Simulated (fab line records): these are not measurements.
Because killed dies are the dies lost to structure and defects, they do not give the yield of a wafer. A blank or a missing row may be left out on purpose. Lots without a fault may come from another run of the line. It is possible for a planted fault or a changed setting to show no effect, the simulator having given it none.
Matching of chambers    flow nand harc    NHARC_P_GATE_DESCUM_31 on rie diel-10: 4 sister chambers
The step chemistry O2, time 3 s. 20 wafers are shown with their chamber, then 10 later ones without.

## WAFERS, EACH WITH ITS CHAMBER
wafer   chamber  showerhead plenum p Torr (Torr)  drypump motor current A (A)  throttle valve pct (%)
L078.2  0        1.97                             5.4                          11.299
L078.4  2        1.84                             5.5                          11.304
L078.6  3        1.84                             5.5                          11.320
L083.1  2        1.84                             5.5                          11.304
L083.2  1        1.91                             5.2                          11.317
L083.3  0        1.96                             5.4                          11.303
L085.1  1        1.91                             5.3                          11.317
L085.2  3        1.84                             5.5                          11.328
L085.5  2        1.84                             5.5                          11.309
L088.1  2        1.83                             5.5                          11.301
L088.2  1        1.91                             5.3                          11.300
L088.6  0        1.96                             5.4                          11.317
L089.1  1        1.91                             5.3                          11.309
L089.3  0        1.96                             5.4                          11.305
L089.4  2        1.84                             5.5                          11.305
L092.2  2        1.83                             5.5                          11.317
L092.3  3        1.84                             5.5                          11.308
L092.6  2        1.83                             5.5                          11.316
L093.2  2        1.83                             5.5                          11.309
L093.5  1        1.91                             5.3                          11.319

SIGNATURES (means of the wafers above)
reading                   chamber 0  chamber 1  chamber 2  chamber 3  scatter within a chamber
showerhead plenum p Torr  1.9625     1.9100     1.8350     1.8400     0.00415
drypump motor current A   5.400      5.280      5.500      5.500      0.0224
throttle valve pct        11.30600   11.31240   11.30813   11.31867   0.00738
Rule: a wafer lies at a distance from a chamber equal to the root of the sum of squares, over the readings, of (its reading less the chamber's mean, divided by the reading's scatter). If the next closest chamber is less than 2 further off than the closest, the wafer can't be placed; otherwise it belongs to the closest. The scatter: take each reading less its chamber's mean, square it, sum over the shown wafers, divide by the number of wafers less the number of chambers, and take the root.

## WAFERS MISSING THEIR CHAMBER
wafer   showerhead plenum p Torr (Torr)  drypump motor current A (A)  throttle valve pct (%)
L093.6  1.83                             5.5                          11.320
L095.2  1.91                             5.3                          11.320
L095.4  1.84                             5.5                          11.309
L095.6  1.84                             5.5                          11.311
L096.3  1.96                             5.4                          11.319
L096.4  1.91                             5.3                          11.307
L096.6  1.83                             5.5                          11.303
L097.2  1.96                             5.3                          11.321
L097.3  1.90                             5.3                          11.321
L097.5  1.83                             5.5                          11.314

## WHICH CHAMBER EACH ONE RAN IN
wafer   from the rows above      in truth
L093.6  can't be placed: 2 or 3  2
L095.2  1                        1
L095.4  can't be placed: 2 or 3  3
L095.6  can't be placed: 3 or 2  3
L096.3  0                        0
L096.4  1                        1
L096.6  can't be placed: 2 or 3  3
L097.2  0                        0
L097.3  1                        1
L097.5  can't be placed: 2 or 3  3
5 of 10 placed correctly. From these rows, 5 cannot be placed; in 5 the true chamber is one of the candidates. Wrongly placed: 0.
